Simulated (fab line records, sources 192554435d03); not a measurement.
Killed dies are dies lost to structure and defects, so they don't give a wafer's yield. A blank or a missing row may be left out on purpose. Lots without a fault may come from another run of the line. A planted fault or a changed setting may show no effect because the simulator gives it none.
Which tool did it? | flow n5_finfet | 6 lots, 18 wafers sampled, at 3 steps of a route of 1938

WHAT THE GAUGES READ, wafer by wafer
N5_PASSIVATION_OVL_MEAS_60.
lot  | measured     | on         | TV_OVL (nm)
L582 | day 12 03:13 | overlay-02 | -9 -8 -11
L584 | day 12 06:48 | overlay-01 | 0 12 -8
L593 | day 15 08:46 | overlay-02 | -3 -1 -9
L596 | day 15 10:14 | overlay-01 | -3 0 -6
L601 | day 16 08:19 | overlay-01 | 4 -8 -5
L604 | day 17 17:19 | overlay-02 | -9 -6 -13

WHICH TOOL RAN EACH LOT (tool, then ch and the chambers of the sampled wafers, then the start)
lot  | N5_GATE_CUT_ETCH_47              | N5_MIM_BOT_ETCH_ETCH_03
L582 | rie_metal-01 ch 0,1, day 4 22:52 | rie_metal-01 ch 0,1, day 12 00:37
L584 | rie_metal-02 ch 0,1, day 5 07:43 | rie_metal-02 ch 1, day 12 05:24
L593 | rie_metal-02 ch 0,1, day 7 13:38 | rie_metal-02 ch 1, day 15 05:28
L596 | rie_metal-03 ch 0,1, day 8 10:35 | rie_metal-03 ch 0,1, day 15 08:42
L601 | rie_metal-03 ch 0,1, day 9 13:34 | rie_metal-02 ch 0,1, day 16 06:10
L604 | rie_metal-03 ch 1, day 10 11:39  | rie_metal-01 ch 0,1, day 17 15:11
- N5_GATE_CUT_ETCH_47: etches SiO2 in Cl2/BCl3, target depth 10 nm.
- N5_MIM_BOT_ETCH_ETCH_03: etches the open film in Cl2/BCl3, target depth 12 nm.

THE ANSWER, worked out from the rows above alone
Rule: what is usual is taken from the lots themselves. Put in order of their means at a reading, lots are off if they are a third of the lots or fewer, leave a main group of 4 or more, and stand apart from it by a gap of 3 or more times the standard deviation of the main group's means; of several such gaps the widest counts. A main group whose means are all the same, to the digits that the tables above print for the reading, isn't used. A lot without any number at a reading at which 4 lots or more have one is off too. The other lots that the step has rows for count as sound.
No lot is off at any reading shown: from this, nothing can be told.

WHAT THE SIMULATOR HAD PUT IN
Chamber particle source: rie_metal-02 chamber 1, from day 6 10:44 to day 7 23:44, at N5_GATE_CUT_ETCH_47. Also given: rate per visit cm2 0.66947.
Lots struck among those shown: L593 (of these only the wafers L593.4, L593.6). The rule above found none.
